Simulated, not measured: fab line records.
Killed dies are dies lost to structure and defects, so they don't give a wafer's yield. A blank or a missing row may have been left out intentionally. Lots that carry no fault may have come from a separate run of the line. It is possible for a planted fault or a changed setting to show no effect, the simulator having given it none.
The tool behind it: which one?    flow n5-finfet    24 lots, 72 wafers sampled, at 6 steps of a route of 1938

WHAT THE GAUGES SHOWED, per wafer
Not one reading of a measure or inspect step in the record can be checked against a usual standard deviation.

TOOL THAT RAN EACH LOT (tool first, then ch and the chambers of the sampled wafers, then the start)
lot   N5_BEOL_M1_DEGAS_44           N5_BEOL_M1_SPUTTER_79         N5_BEOL_M1_SPUTTER_81         N5_BEOL_M1_ANNEAL_82          N5_BEOL_M1_SPUTTER_96         N5_BEOL_M2_TRENCH_ETCH_37
L074  pvd-sputter-02, day 6 13:48   pvd-sputter-03, day 6 14:53   pvd-sputter-03, day 6 15:06   pvd-sputter-03, day 6 15:11   pvd-sputter-03, day 6 16:25   rie-diel-02 ch 0,1,2, no start
L075  pvd-sputter-02, day 6 14:13   pvd-sputter-01, day 6 16:37   pvd-sputter-01, day 6 16:50   pvd-sputter-01, day 6 16:55   pvd-sputter-01, day 6 18:10   rie-diel-05 ch 0,3, no start
L076  pvd-sputter-02, day 6 20:19   pvd-sputter-01, day 6 21:20   pvd-sputter-01, day 6 21:34   pvd-sputter-01, day 6 21:38   pvd-sputter-01, day 6 22:53   rie-diel-02 ch 0,3, no start
L077  pvd-sputter-01, day 6 23:40   pvd-sputter-03, day 7 01:30   pvd-sputter-03, day 7 01:43   pvd-sputter-03, day 7 01:48   pvd-sputter-03, day 7 03:02   rie-diel-02 ch 0,2, no start
L078  pvd-sputter-02, day 7 03:35   pvd-sputter-03, day 7 04:54   pvd-sputter-03, day 7 05:07   pvd-sputter-03, day 7 05:12   pvd-sputter-03, day 7 06:26   rie-diel-02 ch 0,2,3, no start
L079  pvd-sputter-03, day 7 16:09   pvd-sputter-03, day 7 17:04   pvd-sputter-03, day 7 17:17   pvd-sputter-03, day 7 17:22   pvd-sputter-03, day 7 18:37   rie-diel-02 ch 0,1,3, no start
L080  pvd-sputter-03, day 8 01:14   pvd-sputter-01, day 8 04:01   pvd-sputter-01, day 8 04:14   pvd-sputter-01, day 8 04:19   pvd-sputter-01, day 8 05:33   rie-diel-02 ch 1,2,3, no start
L081  pvd-sputter-03, day 8 09:11   pvd-sputter-03, day 8 09:57   pvd-sputter-03, day 8 10:10   pvd-sputter-03, day 8 10:15   pvd-sputter-03, day 8 11:29   rie-diel-05 ch 1,3, no start
L082  pvd-sputter-02, day 8 09:18   pvd-sputter-01, day 8 10:12   pvd-sputter-01, day 8 10:25   pvd-sputter-01, day 8 10:30   pvd-sputter-01, day 8 11:44   rie-diel-02 ch 1,3, no start
L083  pvd-sputter-01, day 9 00:04   pvd-sputter-01, day 9 01:10   pvd-sputter-01, day 9 01:23   pvd-sputter-01, day 9 01:28   pvd-sputter-01, day 9 02:42   rie-diel-05 ch 0,1,3, no start
L084  pvd-sputter-01, day 9 04:13   pvd-sputter-01, day 9 05:04   pvd-sputter-01, day 9 05:17   pvd-sputter-01, day 9 05:22   pvd-sputter-01, day 9 06:36   rie-diel-02 ch 0,1,3, no start
L085  pvd-sputter-02, day 9 10:52   pvd-sputter-02, day 9 12:00   pvd-sputter-02, day 9 12:13   pvd-sputter-02, day 9 12:18   pvd-sputter-02, day 9 13:32   rie-diel-04 ch 1,2, no start
L086  pvd-sputter-01, day 9 12:21   pvd-sputter-03, day 9 13:13   pvd-sputter-03, day 9 13:26   pvd-sputter-03, day 9 13:31   pvd-sputter-03, day 9 14:45   rie-diel-02 ch 1,3, no start
L088  pvd-sputter-01, day 9 19:03   pvd-sputter-02, day 9 19:55   pvd-sputter-02, day 9 20:08   pvd-sputter-02, day 9 20:13   pvd-sputter-02, day 9 21:27   rie-diel-02 ch 1,2,3, no start
L087  pvd-sputter-01, day 9 19:08   pvd-sputter-03, day 9 19:56   pvd-sputter-03, day 9 20:09   pvd-sputter-03, day 9 20:14   pvd-sputter-03, day 9 21:28   rie-diel-04 ch 1,2,3, no start
L090  pvd-sputter-03, day 10 06:28  pvd-sputter-03, day 10 07:20  pvd-sputter-03, day 10 07:34  pvd-sputter-03, day 10 07:38  pvd-sputter-03, day 10 08:53  rie-diel-05 ch 0,1,2, no start
L089  pvd-sputter-03, day 10 06:32  pvd-sputter-02, day 10 08:59  pvd-sputter-02, day 10 09:12  pvd-sputter-02, day 10 09:17  pvd-sputter-02, day 10 10:31  rie-diel-02 ch 1,3, no start
L091  pvd-sputter-02, day 10 13:42  pvd-sputter-02, day 10 14:39  pvd-sputter-02, day 10 14:52  pvd-sputter-02, day 10 14:57  pvd-sputter-02, day 10 16:11  rie-diel-05 ch 1,2,3, no start
L092  pvd-sputter-01, day 10 13:56  pvd-sputter-02, day 10 16:29  pvd-sputter-02, day 10 16:43  pvd-sputter-02, day 10 16:47  pvd-sputter-02, day 10 18:02  rie-diel-02 ch 0,1,2, no start
L093  pvd-sputter-01, day 10 23:10  pvd-sputter-02, day 11 00:13  pvd-sputter-02, day 11 00:26  pvd-sputter-02, day 11 00:31  pvd-sputter-02, day 11 01:45  rie-diel-02 ch 1,2,3, no start
L094  pvd-sputter-02, day 11 02:17  pvd-sputter-02, day 11 03:08  pvd-sputter-02, day 11 03:21  pvd-sputter-02, day 11 03:26  pvd-sputter-02, day 11 04:40  rie-diel-02 ch 0,1,3, no start
L095  pvd-sputter-02, day 11 11:59  pvd-sputter-01, day 11 12:46  pvd-sputter-01, day 11 12:59  pvd-sputter-01, day 11 13:04  pvd-sputter-01, day 11 14:19  rie-diel-02 ch 0,2,3, no start
L096  pvd-sputter-02, day 11 18:38  pvd-sputter-01, day 11 19:32  pvd-sputter-01, day 11 19:46  pvd-sputter-01, day 11 19:50  pvd-sputter-01, day 11 21:05  rie-diel-05 ch 0,2,3, no start
L097  pvd-sputter-02, day 11 19:22  pvd-sputter-02, day 11 21:53  pvd-sputter-02, day 11 22:07  pvd-sputter-02, day 11 22:11  pvd-sputter-02, day 11 23:26  rie-diel-02 ch 0,2,3, no start
- N5_BEOL_M1_DEGAS_44: time 60 s.
- N5_BEOL_M1_SPUTTER_79: material Cu, target thk 4.5 nm, time 8.29 s.
- N5_BEOL_M1_SPUTTER_81: material Cu, target thk 4.5 nm, time 8.29 s.
- N5_BEOL_M1_ANNEAL_82: time 240 s.
- N5_BEOL_M1_SPUTTER_96: material Cu, target thk 4.5 nm, time 8.29 s.
- N5_BEOL_M2_TRENCH_ETCH_37: etches SiOC in C4F6/O2, target depth 55.555 nm, time 29.2 s.

WHAT THE TOOLS THEMSELVES READ (means of the sampled wafers that have a number; where no wafer has one, the mark that the record gives instead)
N5_BEOL_M1_DEGAS_44. Usual: heater-power-w 332 W, standard deviation 33; susceptor-temp-C 249.99 C, standard deviation 0.16.
lot   tool            heater-power-w (W)  susceptor-temp-C (C)  flag
L074  pvd-sputter-02  348                 250.00                
L075  pvd-sputter-02  330                 250.02                
L076  pvd-sputter-02  355                 250.08                
L077  pvd-sputter-01  343                 249.93                
L078  pvd-sputter-02  348                 249.92                
L079  pvd-sputter-03  316                 249.98                
L080  pvd-sputter-03  321                 250.12                
L081  pvd-sputter-03  310                 249.97                
L082  pvd-sputter-02  376                 250.01                
L083  pvd-sputter-01  326                 250.04                
L084  pvd-sputter-01  324                 249.88                
L085  pvd-sputter-02  357                 249.99                
L086  pvd-sputter-01  345                 249.93                
L088  pvd-sputter-01  335                 249.98                
L087  pvd-sputter-01  314                 250.11                
L090  pvd-sputter-03  324                 249.96                
L089  pvd-sputter-03  327                 250.08                
L091  pvd-sputter-02  337                 250.04                
L092  pvd-sputter-01  318                 250.05                
L093  pvd-sputter-01  309                 249.99                
L094  pvd-sputter-02  336                 249.93                
L095  pvd-sputter-02  339                 249.97                
L096  pvd-sputter-02  337                 250.02                
L097  pvd-sputter-02  341                 250.01                

N5_BEOL_M1_SPUTTER_79. Usual: susceptor-temp-C -19.99 C, standard deviation 0.11; throttle-valve-pct 30.1 %, standard deviation 1.1.
lot   tool            susceptor-temp-C (C)  throttle-valve-pct (%)  flag
L074  pvd-sputter-03  -19.98                30.4                    
L075  pvd-sputter-01  -20.02                29.6                    
L076  pvd-sputter-01  -19.98                29.5                    
L077  pvd-sputter-03  -19.92                30.6                    
L078  pvd-sputter-03  -20.04                30.3                    
L079  pvd-sputter-03  -19.91                30.6                    
L080  pvd-sputter-01  -20.13                28.3                    
L081  pvd-sputter-03  -20.08                30.5                    
L082  pvd-sputter-01  -20.04                29.7                    
L083  pvd-sputter-01  -20.07                29.4                    
L084  pvd-sputter-01  -19.94                29.1                    
L085  pvd-sputter-02  -19.86                29.1                    
L086  pvd-sputter-03  -20.03                30.2                    
L088  pvd-sputter-02  -19.94                30.9                    
L087  pvd-sputter-03  -20.07                30.3                    
L090  pvd-sputter-03  -19.94                30.6                    
L089  pvd-sputter-02  -19.98                30.0                    
L091  pvd-sputter-02  -19.96                31.6                    
L092  pvd-sputter-02  -19.97                30.7                    
L093  pvd-sputter-02  -20.05                30.6                    
L094  pvd-sputter-02  -19.99                30.1                    
L095  pvd-sputter-01  -19.94                29.1                    
L096  pvd-sputter-01  -19.95                29.6                    
L097  pvd-sputter-02  -19.96                29.9                    

N5_BEOL_M1_SPUTTER_81. Usual: susceptor-temp-C -20.01 C, standard deviation 0.1; throttle-valve-pct 30.1 %, standard deviation 1.1.
lot   tool            susceptor-temp-C (C)  throttle-valve-pct (%)  flag
L074  pvd-sputter-03  -19.88                30.3                    
L075  pvd-sputter-01  -19.89                29.7                    
L076  pvd-sputter-01  -20.06                29.6                    
L077  pvd-sputter-03  -20.01                30.5                    
L078  pvd-sputter-03  -20.01                30.3                    
L079  pvd-sputter-03  -19.97                30.5                    
L080  pvd-sputter-01  -20.16                28.5                    
L081  pvd-sputter-03  -20.07                30.4                    
L082  pvd-sputter-01  -20.02                29.7                    
L083  pvd-sputter-01  -20.00                29.5                    
L084  pvd-sputter-01  -20.04                29.3                    
L085  pvd-sputter-02  -19.92                29.1                    
L086  pvd-sputter-03  -19.98                30.2                    
L088  pvd-sputter-02  -19.98                30.7                    
L087  pvd-sputter-03  -19.89                30.4                    
L090  pvd-sputter-03  -20.09                30.5                    
L089  pvd-sputter-02  -19.94                30.0                    
L091  pvd-sputter-02  -19.98                31.7                    
L092  pvd-sputter-02  -20.07                30.7                    
L093  pvd-sputter-02  -20.01                30.5                    
L094  pvd-sputter-02  -19.93                29.9                    
L095  pvd-sputter-01  -20.04                28.9                    
L096  pvd-sputter-01  -19.97                29.6                    
L097  pvd-sputter-02  -20.06                29.9                    

N5_BEOL_M1_ANNEAL_82. Usual: heater-power-w 815 W, standard deviation 76; susceptor-temp-C 400.01 C, standard deviation 0.21.
lot   tool            heater-power-w (W)  susceptor-temp-C (C)  flag
L074  pvd-sputter-03  789                 400.31                
L075  pvd-sputter-01  846                 400.13                
L076  pvd-sputter-01  769                 400.04                
L077  pvd-sputter-03  795                 399.87                
L078  pvd-sputter-03  781                 399.97                
L079  pvd-sputter-03  831                 399.92                
L080  pvd-sputter-01  784                 400.00                
L081  pvd-sputter-03  798                 399.79                
L082  pvd-sputter-01  791                 400.16                
L083  pvd-sputter-01  761                 400.04                
L084  pvd-sputter-01  819                 400.02                
L085  pvd-sputter-02  793                 400.02                
L086  pvd-sputter-03  782                 399.83                
L088  pvd-sputter-02  840                 399.94                
L087  pvd-sputter-03  779                 400.11                
L090  pvd-sputter-03  833                 400.21                
L089  pvd-sputter-02  870                 400.00                
L091  pvd-sputter-02  931                 400.19                
L092  pvd-sputter-02  886                 399.90                
L093  pvd-sputter-02  900                 400.07                
L094  pvd-sputter-02  868                 399.95                
L095  pvd-sputter-01  816                 399.89                
L096  pvd-sputter-01  777                 399.96                
L097  pvd-sputter-02  810                 400.03                

N5_BEOL_M1_SPUTTER_96. Usual: susceptor-temp-C -20.02 C, standard deviation 0.1; throttle-valve-pct 30.1 %, standard deviation 1.1.
lot   tool            susceptor-temp-C (C)  throttle-valve-pct (%)  flag
L074  pvd-sputter-03  -20.02                30.4                    
L075  pvd-sputter-01  -20.11                29.7                    
L076  pvd-sputter-01  -19.99                29.5                    
L077  pvd-sputter-03  -19.97                30.7                    
L078  pvd-sputter-03  -19.98                30.4                    
L079  pvd-sputter-03  -20.03                30.5                    
L080  pvd-sputter-01  -20.00                28.4                    
L081  pvd-sputter-03  -20.13                30.5                    
L082  pvd-sputter-01  -20.11                29.8                    
L083  pvd-sputter-01  -20.05                29.5                    
L084  pvd-sputter-01  -20.03                29.3                    
L085  pvd-sputter-02  -19.97                29.1                    
L086  pvd-sputter-03  -19.98                30.5                    
L088  pvd-sputter-02  -19.99                30.8                    
L087  pvd-sputter-03  -20.06                30.4                    
L090  pvd-sputter-03  -20.18                30.5                    
L089  pvd-sputter-02  -19.98                29.8                    
L091  pvd-sputter-02  -20.03                31.5                    
L092  pvd-sputter-02  -19.93                30.5                    
L093  pvd-sputter-02  -20.02                30.6                    
L094  pvd-sputter-02  -20.00                29.8                    
L095  pvd-sputter-01  -20.06                29.0                    
L096  pvd-sputter-01  -20.07                29.5                    
L097  pvd-sputter-02  -19.96                29.8                    

N5_BEOL_M2_TRENCH_ETCH_37. Usual: drypump-motor-current-A 5.8 A, standard deviation 0.38; mfc-ar-sccm 300.1 sccm, standard deviation 0.94; oes-product-au 0.79 a.u., standard deviation 0.082; rf-vpp-V 669 V, standard deviation 4.5; showerhead-plenum-p-Torr 2.91 Torr, standard deviation 0.11; throttle-valve-pct 20.74 %, standard deviation 0.16.
lot   tool         drypump-motor-current-A (A)  mfc-ar-sccm (sccm)  oes-product-au (a.u.)  rf-vpp-V (V)  showerhead-plenum-p-Torr (Torr)  throttle-valve-pct (%)  flag
L074  rie-diel-02  5.7                          300.2               0.79                   670           2.94                             20.78                   
L075  rie-diel-05  5.8                          299.6               0.74                   669           2.94                             20.76                   
L076  rie-diel-02  5.7                          299.4               0.78                   666           2.96                             20.57                   
L077  rie-diel-02  6.0                          301.2               0.74                   670           2.86                             20.82                   
L078  rie-diel-02  5.9                          300.9               0.76                   668           2.91                             20.71                   
L079  rie-diel-02  5.6                          299.5               0.80                   667           2.98                             20.65                   
L080  rie-diel-02  5.9                          300.2               0.73                   670           2.91                             20.79                   
L081  rie-diel-05  6.0                          300.7               0.71                   665           2.83                             21.03                   
L082  rie-diel-02  5.8                          300.5               0.75                   669           2.95                             20.68                   
L083  rie-diel-05  5.7                          300.3               0.72                   668           2.83                             20.91                   
L084  rie-diel-02  5.6                          300.5               0.79                   669           2.97                             20.69                   
L085  rie-diel-04  6.1                          299.8               0.79                   663           2.75                             20.93                   
L086  rie-diel-02  5.8                          299.2               0.76                   669           2.95                             20.69                   
L088  rie-diel-02  5.9                          300.1               0.83                   670           2.90                             20.69                   
L087  rie-diel-04  6.1                          300.5               0.75                   664           2.76                             20.83                   
L090  rie-diel-05  5.6                          300.3               0.79                   671           2.87                             20.83                   
L089  rie-diel-02  5.8                          299.5               0.74                   668           2.94                             20.71                   
L091  rie-diel-05  5.8                          300.3               0.85                   667           2.85                             20.84                   
L092  rie-diel-02  5.7                          299.8               0.85                   670           2.92                             20.71                   
L093  rie-diel-02  5.9                          300.5               0.80                   670           2.89                             20.71                   
L094  rie-diel-02  5.6                          300.4               0.76                   667           2.96                             20.71                   
L095  rie-diel-02  5.9                          300.5               0.81                   667           2.89                             20.62                   
L096  rie-diel-05  5.9                          299.8               0.83                   670           2.95                             20.73                   
L097  rie-diel-02  5.9                          298.7               0.80                   668           2.89                             20.64                   

THE ANSWER, worked out from the rows above alone
Rule: take the mean of a lot's wafers that have a number; if it is more than 3 standard deviations from the usual mean, the lot is off. A lot without any number at a reading at which 4 lots or more have one is off too. Where the step has rows for the other lots, those lots are counted as sound. The gauges are gone through in route order, then the tools' own readings, and for those a lot's mean is taken as printed above. At the first step where some lot is off, the reading lying furthest off is the one used; lots without a number count as furthest.
No lot is off at any reading shown: from this, nothing can be told.

WHAT WAS PUT IN BY THE SIMULATOR
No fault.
